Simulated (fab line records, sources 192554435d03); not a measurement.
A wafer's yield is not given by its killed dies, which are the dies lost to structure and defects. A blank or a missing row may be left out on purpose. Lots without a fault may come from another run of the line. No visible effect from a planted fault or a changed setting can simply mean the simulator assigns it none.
Matching of chambers	flow n5 finfet	N5_GATE_CUT_ALD_22 on ald sin-04 has 4 sister chambers
The step deposits SiNx, target thk 16 nm, pulse time 1 s, ald cycles 320. 18 wafers are shown with their chamber, then 9 later ones without.

EACH WAFER AND ITS CHAMBER
wafer	chamber	heater power w (W)	precursor pulse height rel
L078.1	0	782	1.012
L078.2	3	798	0.982
L078.6	0	789	1.007
L079.1	0	784	1.005
L079.4	1	763	0.992
L079.5	2	866	0.987
L082.1	3	801	1.016
L082.2	0	798	0.984
L082.6	0	800	1.055
L083.3	3	809	1.020
L083.5	2	861	0.968
L083.6	3	803	1.007
L085.1	0	809	0.997
L085.3	2	887	0.982
L085.6	1	771	1.006
L087.1	3	802	1.032
L087.4	1	778	0.993
L087.6	0	813	0.972

SIGNATURES, as means of the wafers listed above
reading	chamber 0	chamber 1	chamber 2	chamber 3	scatter within a chamber
heater power w	796.43	770.67	871.33	802.60	10.1
precursor pulse height rel	1.00457	0.99700	0.97900	1.01140	0.0205
Rule: for a wafer and a chamber, the distance is found by dividing, reading by reading, the gap between the wafer's reading and the chamber's mean by the reading's scatter, squaring, summing and taking the root. The wafer belongs to the nearest chamber; if the next one is less than 2 further off, it can't be placed. How the scatter is found: for the shown wafers, subtract from each reading the mean of its chamber, square and add these, divide the total by (wafers less chambers), then take the root.

WAFERS WHOSE CHAMBER IS MISSING
wafer	heater power w (W)	precursor pulse height rel
L089.2	887	0.979
L089.5	792	1.024
L089.6	806	1.006
L091.4	754	1.012
L091.5	892	0.995
L091.6	760	1.023
L096.3	801	1.006
L096.5	772	1.003
L096.6	885	1.045

WHICH CHAMBER EACH WENT THROUGH
wafer	from the rows above	in truth
L089.2	2	2
L089.5	can't be placed: 0 or 3 or 1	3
L089.6	can't be placed: 3 or 0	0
L091.4	1	1
L091.5	2	2
L091.6	1	1
L096.3	can't be placed: 3 or 0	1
L096.5	1	1
L096.6	2	2
6 of 9 placed correctly. From these rows, 3 cannot be placed; in 2 the true chamber is one of the candidates. Wrongly placed: 0.
